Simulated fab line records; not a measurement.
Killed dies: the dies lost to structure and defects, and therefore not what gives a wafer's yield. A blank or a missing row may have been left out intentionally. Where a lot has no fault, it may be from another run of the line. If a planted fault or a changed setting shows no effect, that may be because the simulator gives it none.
Matching of chambers ; flow nand harc ; 4 sister chambers for NHARC_A_STAIRCASE_DESCUM_219 on rie diel-12
The step chemistry O2, time 3 s. 4 wafers are shown with their chamber, then 7 later ones without.

## EACH WAFER AND ITS CHAMBER
wafer;chamber;drypump motor current A (A)
L080.5;0;6.3
L082.5;2;5.3
L092.2;1;5.8
L092.3;3;5.6

## WAFERS MISSING THEIR CHAMBER
wafer;drypump motor current A (A)
L092.5;5.7
L093.1;5.7
L093.4;5.6
L093.6;5.3
L097.1;5.3
L097.2;5.8
L097.4;5.6

## WHICH CHAMBER EACH ONE RAN IN
wafer;from the rows above;in truth
L092.5;can't be placed: 1 or 3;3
L093.1;can't be placed: 1 or 3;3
L093.4;3;3
L093.6;2;2
L097.1;2;2
L097.2;1;1
L097.4;3;3
5 of 7 placed correctly. Unplaceable from these rows: 2, with the true chamber sitting among the candidates in 2. Number placed wrongly: 0.
How it was worked out, from the rows above alone: a wafer's distance from a chamber is the root of the sum, over the readings, of the square of ((its reading less the chamber's mean) divided by the reading's scatter). The wafer belongs to the nearest chamber; if the next one is less than 2 further off, it can't be placed. The mean given for a chamber averages the wafers shown for that chamber. The scatter (one wafer shown for each chamber): square how far every hidden wafer sits from the nearest shown wafer, average those squares and take the square root.
